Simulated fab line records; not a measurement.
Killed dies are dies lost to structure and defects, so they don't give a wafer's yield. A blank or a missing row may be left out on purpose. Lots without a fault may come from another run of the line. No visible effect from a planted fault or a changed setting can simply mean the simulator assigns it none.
Chamber matching :: flow n5-finfet :: cmp-01 running N5_BEOL_M10_CMP_52: 4 sister chambers
The step polishes, stops on SiCOH lowk, t overpolish 7 s, target thk 140 nm. 16 wafers are shown with their chamber, then 8 later ones without.

WAFERS PAIRED WITH THEIR CHAMBERS
wafer: L080.3
chamber: 2
motor-current-A (A): 5.7
time-to-endpoint-s (s): 68.9
barrier-field-endpoint-s (s): 29.8

wafer: L080.5
chamber: 3
motor-current-A (A): 5.3
time-to-endpoint-s (s): 74.2
barrier-field-endpoint-s (s): 29.9

wafer: L080.6
chamber: 0
motor-current-A (A): 6.3
time-to-endpoint-s (s): 70.7
barrier-field-endpoint-s (s): 29.2

wafer: L081.2
chamber: 3
motor-current-A (A): 5.1
time-to-endpoint-s (s): 70.4
barrier-field-endpoint-s (s): 29.5

wafer: L081.3
chamber: 1
motor-current-A (A): 6.0
time-to-endpoint-s (s): 68.2
barrier-field-endpoint-s (s): 29.2

wafer: L081.4
chamber: 0
motor-current-A (A): 6.2
time-to-endpoint-s (s): 71.3
barrier-field-endpoint-s (s): 30.1

wafer: L084.2
chamber: 1
motor-current-A (A): 5.6
time-to-endpoint-s (s): 62.7
barrier-field-endpoint-s (s): 28.4

wafer: L084.4
chamber: 3
motor-current-A (A): 5.5
time-to-endpoint-s (s): 62.5
barrier-field-endpoint-s (s): 29.6

wafer: L084.5
chamber: 1
motor-current-A (A): 5.6
time-to-endpoint-s (s): 62.2
barrier-field-endpoint-s (s): 28.9

wafer: L085.1
chamber: 3
motor-current-A (A): 5.6
time-to-endpoint-s (s): 67.8
barrier-field-endpoint-s (s): 28.8

wafer: L085.3
chamber: 1
motor-current-A (A): 5.7
time-to-endpoint-s (s): 64.8
barrier-field-endpoint-s (s): 28.6

wafer: L085.5
chamber: 2
motor-current-A (A): 5.9
time-to-endpoint-s (s): 64.1
barrier-field-endpoint-s (s): 28.8

wafer: L086.2
chamber: 3
motor-current-A (A): 5.7
time-to-endpoint-s (s): 67.4
barrier-field-endpoint-s (s): 29.1

wafer: L086.3
chamber: 2
motor-current-A (A): 6.0
time-to-endpoint-s (s): 64.6
barrier-field-endpoint-s (s): 28.4

wafer: L086.6
chamber: 1
motor-current-A (A): 5.9
time-to-endpoint-s (s): 66.3
barrier-field-endpoint-s (s): 29.5

wafer: L089.1
chamber: 3
motor-current-A (A): 5.2
time-to-endpoint-s (s): 68.6
barrier-field-endpoint-s (s): 28.4

SIGNATURES, as means of the wafers listed above
reading: motor-current-A
chamber 0: 6.250
chamber 1: 5.760
chamber 2: 5.867
chamber 3: 5.400
scatter within a chamber: 0.197

reading: time-to-endpoint-s
chamber 0: 71.000
chamber 1: 64.840
chamber 2: 65.867
chamber 3: 68.483
scatter within a chamber: 3.07

reading: barrier-field-endpoint-s
chamber 0: 29.650
chamber 1: 28.920
chamber 2: 29.000
chamber 3: 29.217
scatter within a chamber: 0.561
Rule: for a wafer and a chamber, the distance is found by dividing, reading by reading, the gap between the wafer's reading and the chamber's mean by the reading's scatter, squaring, summing and taking the root. The wafer belongs to the nearest chamber; if the next one is less than 2 further off, it can't be placed. How the scatter is found: for the shown wafers, subtract from each reading the mean of its chamber, square and add these, divide the total by (wafers less chambers), then take the root.

WAFERS WITHOUT THEIR CHAMBER
wafer: L089.5
motor-current-A (A): 6.2
time-to-endpoint-s (s): 65.6
barrier-field-endpoint-s (s): 28.2

wafer: L089.6
motor-current-A (A): 5.6
time-to-endpoint-s (s): 64.2
barrier-field-endpoint-s (s): 28.3

wafer: L088.1
motor-current-A (A): 5.3
time-to-endpoint-s (s): 63.9
barrier-field-endpoint-s (s): 28.8

wafer: L088.4
motor-current-A (A): 5.7
time-to-endpoint-s (s): 65.2
barrier-field-endpoint-s (s): 28.9

wafer: L088.6
motor-current-A (A): 5.5
time-to-endpoint-s (s): 63.9
barrier-field-endpoint-s (s): 30.0

wafer: L094.1
motor-current-A (A): 6.1
time-to-endpoint-s (s): 65.5
barrier-field-endpoint-s (s): 27.8

wafer: L094.5
motor-current-A (A): 5.6
time-to-endpoint-s (s): 67.3
barrier-field-endpoint-s (s): 28.9

wafer: L094.6
motor-current-A (A): 6.0
time-to-endpoint-s (s): 63.3
barrier-field-endpoint-s (s): 28.2

WHICH CHAMBER EACH WENT THROUGH
wafer: L089.5
from the rows above: can't be placed: 2 or 1 or 0
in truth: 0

wafer: L089.6
from the rows above: can't be placed: 1 or 2 or 3
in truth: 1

wafer: L088.1
from the rows above: can't be placed: 3 or 1 or 2
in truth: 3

wafer: L088.4
from the rows above: can't be placed: 1 or 2 or 3
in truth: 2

wafer: L088.6
from the rows above: can't be placed: 3 or 1 or 2
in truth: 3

wafer: L094.1
from the rows above: can't be placed: 2 or 1 or 0
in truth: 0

wafer: L094.5
from the rows above: can't be placed: 1 or 3 or 2
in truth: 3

wafer: L094.6
from the rows above: can't be placed: 2 or 1
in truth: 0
Placed correctly: 0 of 8. Unplaceable from these rows: 8, with the true chamber sitting among the candidates in 7. Placed wrongly: 0.
